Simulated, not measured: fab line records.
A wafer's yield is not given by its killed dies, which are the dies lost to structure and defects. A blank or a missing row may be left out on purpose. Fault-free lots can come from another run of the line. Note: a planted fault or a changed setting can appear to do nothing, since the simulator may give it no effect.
fab line records -- flow n5Finfet
record: lots: 6, wafers: 18, lastDay: 18
route steps=1938 shown BEOL_M8@1399 BEOL_M9@1401
lots that met no fault: taken from a fault-free run of the same line
startH: start of the lot's first displayed wafer, in hours after the record's first day -- waitH: hours elapsed since this lot's preceding step -- " the same as in the row above -- L1.1+2: several wafers, shown together as one row -- - no value present, or no start provided -- * or withheld: withheld -- < > ~ a bound
route shown NAME@n: names a module that has steps shown in the file, with the first one's number in the route -- usual: the fault-free wafers' mean and standard deviation -- same: alike in all rows -- chamber/n: place in a boat -- sites: readings site by site -- _std_site: the standard deviation of these -- _edge_site: mean of outer sites minus mean of inner sites -- radiusMm: for every site, how far away it sits from the centre of the wafer -- mask NAME#n: copy n -- behind: tool/chamber where the wafer was last shaped -- hold: why the lot went on hold/how many hours it stayed there/how the hold came to an end -- device: the n, p or np transistor that did not switch -- end of line: at the end of the route, the tests of the same wafers -- a step given without rows: its recipe and nothing more -- killed: dies that structure and defects cost at the first sort, which is not the same as the wafer's yield -- map: per-die view of a wafer (x killed, . not killed, _ where there is no die)
set.NAME: the run value of the setting; set.NAME@STEP: its run value at that earlier step -- model.NAME: the simulator's own value behind a step, which no gauge read
lots at some steps of the route; a table a step, a row a wafer
services: when a tool's chamber went out of use (startH, in hours from the record's first day, below 0 if earlier), for how many hours, and the reason
== steps ==
step: N5_BEOL_M8_RS_MEAS_57
recipe: thkMeasGauge: four-point-probe, reads: Cu_of_BEOL_M8_ECD_50+Co_of_BEOL_M8_CVD_78+TaN_of_BEOL_M8_ALD_77
usual: M8_RS: 0.289/0.011
lot.wafer,tool,chamber,startH,waitH,M8_RS[ohm/sq]
L563.3,filmMetro-02,-,210.95,0.1,0.318
L563.4,filmMetro-02,-,210.95,0.1,0.303
L563.6,filmMetro-02,-,210.95,0.1,0.315
L568.3,filmMetro-02,-,240.38,0.1,0.275
L568.4,filmMetro-02,-,240.38,0.1,0.278
L568.5,filmMetro-02,-,240.38,0.1,0.287
L570.3,filmMetro-01,-,244.33,0.1,0.286
L570.4,filmMetro-01,-,244.33,0.1,0.276
L570.6,filmMetro-01,-,244.33,0.1,0.290
L574.3,filmMetro-02,-,286.03,0.1,0.284
L574.4,filmMetro-02,-,286.03,0.1,0.284
L574.5,filmMetro-02,-,286.03,0.1,0.294
L580.3,filmMetro-02,-,336.32,0.1,0.272
L580.4,filmMetro-02,-,336.32,0.1,0.272
L580.5,filmMetro-02,-,336.32,0.1,0.269
L582.2,filmMetro-02,-,357.61,0.1,0.273
L582.3,filmMetro-02,-,357.61,0.1,0.282
L582.6,filmMetro-02,-,357.61,0.1,0.277
step: N5_BEOL_M8_INSPECT_58
recipe: inspectInstrument: darkfield, mode: postDep
usual: rawDefectCount: 75/25
lot.wafer,tool,chamber,startH,waitH,rawDefectCount
L563.3,defectInspect-02,-,210.98,0.0,96
L563.4,defectInspect-02,-,210.98,0.0,65
L563.6,defectInspect-02,-,210.98,0.0,64
L568.3,defectInspect-01,-,240.41,0.0,105
L568.4,defectInspect-01,-,240.41,0.0,100
L568.5,defectInspect-01,-,240.41,0.0,72
L570.3,defectInspect-02,-,244.35,0.0,51
L570.4,defectInspect-02,-,244.35,0.0,54
L570.6,defectInspect-02,-,244.35,0.0,50
L574.3,defectInspect-02,-,286.06,0.0,79
L574.4,defectInspect-02,-,286.06,0.0,111
L574.5,defectInspect-02,-,286.06,0.0,69
L580.3,defectInspect-01,-,336.34,0.0,72
L580.4,defectInspect-01,-,336.34,0.0,90
L580.5,defectInspect-01,-,336.34,0.0,42
L582.2,defectInspect-02,-,357.64,0.0,65
L582.3,defectInspect-02,-,357.64,0.0,72
L582.6,defectInspect-02,-,357.64,0.0,87
step: N5_BEOL_M9_ILD_DEP_00
recipe: material: SiCOH_lowk, targetThkA: 3085.1, tempC: 300, precursor: DEMS/porogen, pressureTorr: 5, rfW: 500, timeS: 58
usual: heaterPowerW: 320/52, showerheadPlenumPTorr: 5.747/0.018, susceptorTempC: 299.99/0.18, throttleValvePct: 13.6/0.99
lot.wafer,tool,chamber,startH,waitH,heaterPowerW,showerheadPlenumPTorr,susceptorTempC,throttleValvePct
L563.3,pecvd-03,1,211.01,0.0,357,5.783,300.00,14.8
L563.4,pecvd-03,0,211.01,0.0,295,5.768,299.77,15.3
L563.6,pecvd-03,1,211.01,0.0,344,5.775,299.92,14.9
L568.3,pecvd-02,1,240.44,0.0,362,5.757,299.82,14.3
L568.4,pecvd-02,0,240.44,0.0,368,5.721,299.97,13.3
L568.5,pecvd-02,1,240.44,0.0,372,5.760,299.59,14.6
L570.3,pecvd-03,1,244.39,0.0,363,5.774,300.14,14.6
L570.4,pecvd-03,1,244.39,0.0,351,5.773,300.00,14.7
L570.6,pecvd-03,0,244.39,0.0,360,5.768,299.97,15.2
L574.3,pecvd-03,1,286.10,0.0,315,5.766,299.81,14.7
L574.4,pecvd-03,2,286.10,0.0,222,5.747,299.90,12.3
L574.5,pecvd-03,1,286.10,0.0,316,5.765,299.83,14.7
L580.3,pecvd-03,1,336.38,0.0,360,5.770,299.94,14.7
L580.4,pecvd-03,0,336.38,0.0,341,5.775,300.16,15.2
L580.5,pecvd-03,1,336.38,0.0,355,5.755,300.14,14.6
L582.2,pecvd-03,0,357.67,0.0,338,5.778,300.04,15.0
L582.3,pecvd-03,2,357.67,0.0,223,5.740,299.80,12.2
L582.6,pecvd-03,0,357.67,0.0,344,5.770,300.12,15.0
step: N5_BEOL_M9_CURE_71
recipe: tempC: 385, timeS: 240, ambient: He/Ar, material: SiCOH_lowk
usual: lampPowerPct: 52.31/0.052, wafer_temp_C_max: 386.8/0.51
lot.wafer,tool,chamber,startH,waitH,lampPowerPct,wafer_temp_C_max
L563.3,uvCure-01,0,211.25,0.2,52.29,387.0
L563.4,uvCure-01,0,211.25,0.2,52.34,386.6
L563.6,uvCure-01,0,211.25,0.2,52.31,386.9
L568.3,uvCure-02,0,240.68,0.2,52.32,386.6
L568.4,uvCure-02,0,240.68,0.2,52.32,386.8
L568.5,uvCure-02,0,240.68,0.2,52.39,386.8
L570.3,uvCure-02,0,244.63,0.2,52.33,387.5
L570.4,uvCure-02,0,244.63,0.2,52.32,387.7
L570.6,uvCure-02,0,244.63,0.2,52.36,386.8
L574.3,uvCure-01,2,286.33,0.2,52.30,386.2
L574.4,uvCure-01,2,286.33,0.2,52.40,386.2
L574.5,uvCure-01,2,286.33,0.2,52.34,386.1
L580.3,uvCure-02,1,336.62,0.2,52.30,386.3
L580.4,uvCure-02,1,336.62,0.2,52.34,386.9
L580.5,uvCure-02,1,336.62,0.2,52.36,386.3
L582.2,uvCure-02,0,357.83,0.1,52.34,386.1
L582.3,uvCure-02,0,357.83,0.1,52.35,386.4
L582.6,uvCure-02,0,357.83,0.1,52.40,386.3
step: N5_BEOL_M9_THK_MEAS_01
recipe: reads: SiCOH_lowk_of_BEOL_M9_ILD_DEP_00
usual: M9_ILD_THK: 269/3.4
lot.wafer,tool,chamber,startH,waitH,M9_ILD_THK[nm]
L563.3,filmMetro-02,-,211.61,0.3,268
L563.4,filmMetro-02,-,211.61,0.3,271
L563.6,filmMetro-02,-,211.61,0.3,270
L568.3,filmMetro-01,-,241.04,0.3,264
L568.4,filmMetro-01,-,241.04,0.3,270
L568.5,filmMetro-01,-,241.04,0.3,270
L570.3,filmMetro-01,-,244.98,0.3,271
L570.4,filmMetro-01,-,244.98,0.3,270
L570.6,filmMetro-01,-,244.98,0.3,272
L574.3,filmMetro-01,-,286.69,0.3,268
L574.4,filmMetro-01,-,286.69,0.3,277
L574.5,filmMetro-01,-,286.69,0.3,276
L580.3,filmMetro-01,-,336.97,0.3,261
L580.4,filmMetro-01,-,336.97,0.3,271
L580.5,filmMetro-01,-,336.97,0.3,270
L582.2,filmMetro-01,-,358.26,0.4,266
L582.3,filmMetro-01,-,358.26,0.4,265
L582.6,filmMetro-01,-,358.26,0.4,270
step: N5_BEOL_M9_PECVD_70
recipe: material: SiO2, targetThkA: 200, tempC: 400, precursor: TEOS/O2, pressureTorr: 5.5, rfW: 450, teosFlowSccm: 53.8, gas: O2, flowSccm: 3000, timeS: 22.7
usual: heaterPowerW: 742/92, showerheadPlenumPTorr: 8.81/0.065, susceptorTempC: 400.00/0.21, throttleValvePct: 21.8/1.3
lot.wafer,tool,chamber,startH,waitH,heaterPowerW,showerheadPlenumPTorr,susceptorTempC,throttleValvePct
L563.3,pecvd-02,1,211.66,0.1,741,8.81,400.09,23.3
L563.4,pecvd-02,0,211.66,0.1,808,8.70,400.18,21.7
L563.6,pecvd-02,1,211.66,0.1,744,8.80,399.97,23.5
L568.3,pecvd-01,0,241.07,0.0,870,8.73,400.18,22.9
L568.4,pecvd-01,0,241.07,0.0,866,8.73,399.73,22.9
L568.5,pecvd-01,2,241.07,0.0,767,8.83,399.59,20.4
L570.3,pecvd-01,1,245.02,0.0,600,8.85,400.06,21.3
L570.4,pecvd-01,0,245.02,0.0,877,8.73,399.93,22.3
L570.6,pecvd-01,2,245.02,0.0,744,8.84,400.33,20.7
L574.3,pecvd-01,0,286.72,0.0,871,8.70,400.03,23.2
L574.4,pecvd-01,2,286.72,0.0,752,8.82,399.98,20.6
L574.5,pecvd-01,0,286.72,0.0,861,8.74,399.87,23.0
L580.3,pecvd-01,1,337.01,0.0,711,8.86,399.74,21.5
L580.4,pecvd-01,1,337.01,0.0,717,8.86,399.68,21.2
L580.5,pecvd-01,2,337.01,0.0,800,8.84,400.12,20.6
L582.2,pecvd-02,2,358.30,0.0,743,8.82,400.26,20.0
L582.3,pecvd-02,0,358.30,0.0,836,8.68,399.87,21.8
L582.6,pecvd-02,0,358.30,0.0,830,8.69,399.96,21.9
step: N5_BEOL_M9_HM_DEP_02
recipe: material: TiN, targetThkA: 200, tempC: 25, chamberPressurePa: 0.49996
usual: susceptorTempC: 25.00/0.11, throttleValvePct: 30.9/1.1
lot.wafer,tool,chamber,startH,waitH,susceptorTempC,throttleValvePct
L563.3,pvdSputter-01,-,212.83,1.1,25.10,31.3
L563.4,pvdSputter-01,-,212.83,1.1,24.88,30.8
L563.6,pvdSputter-01,-,212.83,1.1,24.94,30.8
L568.3,pvdSputter-01,-,242.53,1.4,25.12,31.1
L568.4,pvdSputter-01,-,242.53,1.4,25.06,31.0
L568.5,pvdSputter-01,-,242.53,1.4,25.03,31.1
L570.3,pvdSputter-01,-,245.28,0.2,25.04,30.9
L570.4,pvdSputter-01,-,245.28,0.2,25.21,30.9
L570.6,pvdSputter-01,-,245.28,0.2,24.91,30.9
L574.3,pvdSputter-01,-,287.87,1.1,25.16,31.3
L574.4,pvdSputter-01,-,287.87,1.1,25.02,32.7
L574.5,pvdSputter-01,-,287.87,1.1,25.08,31.0
L580.3,pvdSputter-02,-,337.06,0.0,25.09,32.0
L580.4,pvdSputter-02,-,337.06,0.0,25.01,29.8
L580.5,pvdSputter-02,-,337.06,0.0,24.84,30.1
L582.2,pvdSputter-02,-,359.53,1.2,24.97,30.7
L582.3,pvdSputter-02,-,359.53,1.2,25.03,29.9
L582.6,pvdSputter-02,-,359.53,1.2,25.06,30.8
step: N5_BEOL_M9_COAT_59
recipe: resist: SOC, tempC: 250, timeS: 60, spinRpm: 1500, resistThkNm: 100
step: N5_BEOL_M9_COAT_60
recipe: resist: SiARC, tempC: 220, timeS: 60, spinRpm: 1500, resistThkNm: 30
step: N5_BEOL_M9_COAT_05
recipe: resist: CAR-ArF, spinRpm: 1500, resistThkNm: 90
step: N5_BEOL_M9_EBR_07
recipe: solvent: PGMEA, ebrWidthMm: 1.5
step: N5_BEOL_M9_SOFTBAKE_06
recipe: tempC: 110, timeS: 60, resist: CAR-ArF
step: N5_BEOL_M9_EXPOSE_08
recipe: maskId: M9, na: 1.35, sourceShape: dipole, sigmaInner: 0.411, sigmaOuter: 0.611, polarization: te, doseMj: 53.75
usual: dipoleOpeningDeg: 40/0, exposureDoseMJCm2: 53.73/0.048, na: 1.35/0, stageVelMmS: 500.01/0.26
lot.wafer,tool,chamber,startH,waitH,mask,dipoleOpeningDeg,exposureDoseMJCm2,na,stageVelMmS
L563.3,arfiScanner-02,0,213.21,-,M9#0,40,53.69,1.35,499.66
L563.4,arfiScanner-02,0,213.21,-,M9#0,40,53.70,1.35,499.73
L563.6,arfiScanner-02,0,213.21,-,M9#0,40,53.73,1.35,499.98
L568.3,arfiScanner-02,-,242.91,-,M9#0,-,-,-,-
L568.4,arfiScanner-02,-,242.91,-,M9#0,-,-,-,-
L568.5,arfiScanner-02,-,242.91,-,M9#0,-,-,-,-
L570.3,arfiScanner-02,-,245.54,-,M9#0,-,-,-,-
L570.4,arfiScanner-02,-,245.54,-,M9#0,-,-,-,-
L570.6,arfiScanner-02,-,245.54,-,M9#0,-,-,-,-
L574.3,arfiScanner-03,0,288.13,-,M9#0,40,53.73,1.35,500.17
L574.4,arfiScanner-03,0,288.13,-,M9#0,40,53.83,1.35,499.81
L574.5,arfiScanner-03,0,288.13,-,M9#0,40,53.79,1.35,499.95
L580.3,arfiScanner-02,0,337.45,-,M9#0,40,53.74,1.35,500.03
L580.4,arfiScanner-02,0,337.45,-,M9#0,40,53.72,1.35,500.10
L580.5,arfiScanner-02,0,337.45,-,M9#0,40,53.81,1.35,500.48
L582.2,arfiScanner-02,0,360.04,-,M9#0,40,53.84,1.35,499.86
L582.3,arfiScanner-02,0,360.04,-,M9#0,40,53.81,1.35,499.95
L582.6,arfiScanner-02,0,360.04,-,M9#0,40,53.75,1.35,499.52
step: N5_BEOL_M9_PEB_09
recipe: pebTempC: withheld, pebTimeS: 60, resist: CAR-ArF
== services ==
tool,chamber,startH,hours,kind
pecvd-03,-,189.70,2.8,pm
uvCure-02,-,192.92,22.2,pm
arfiScanner-03,-,194.59,0.8,pm
arfiScanner-02,-,212.02,0.8,pm
arfiScanner-03,-,213.35,1.0,pm
pecvd-01,2,217.52,5.5,scheduledDown
arfiScanner-03,-,222.91,4.9,pm
uvCure-02,-,228.20,2.1,pm
pecvd-02,-,231.82,5.6,repair
arfiScanner-02,-,232.26,1.3,pm
pecvd-01,0,233.33,2.1,scheduledDown
arfiScanner-03,-,234.37,1.3,pm
arfiScanner-02,0,245.34,-,calibration
pecvd-01,2,258.14,2.1,scheduledDown
pvdSputter-02,-,269.38,29.2,repair
uvCure-02,-,280.60,2.8,pm
pecvd-01,0,296.54,5.5,scheduledDown
arfiScanner-02,-,310.60,0.8,pm
arfiScanner-03,-,330.85,3.9,pm
uvCure-02,-,337.34,11.2,repair
arfiScanner-03,-,338.12,1.4,repair
arfiScanner-02,-,342.37,0.3,repair
arfiScanner-02,-,357.76,1.3,pm
arfiScanner-03,-,359.87,1.3,pm
== key ==
firstSign: step: N5_BEOL_M9_EXPOSE_08, reading: toolRecord, direction: missing
effect none on later readings
metAt N5_BEOL_M9_EXPOSE_08
struckWafers L568.3,L568.4,L568.5,L570.3,L570.4,L570.6
laterRowsLeftOut L568.3,L568.4,L568.5,L570.3,L570.4,L570.6
sortLeftOut L568.3,L568.4,L568.5,L570.3,L570.4,L570.6
onsetBetween 213.21 242.91
fault: kind: skippedStepWhole, tool: arfiScanner-02, chamber: -, onsetH: 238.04, steps: N5_BEOL_M9_EXPOSE_08, scope: struckLotsOnly
sortLeftOut: the simulated sort isn't trusted on such a fault, so these wafers' sort isn't shown, and their yield isn't known
laterRowsLeftOut: the simulator's readings of these wafers behind a module that went badly wrong aren't trusted and aren't shown, but for the sort
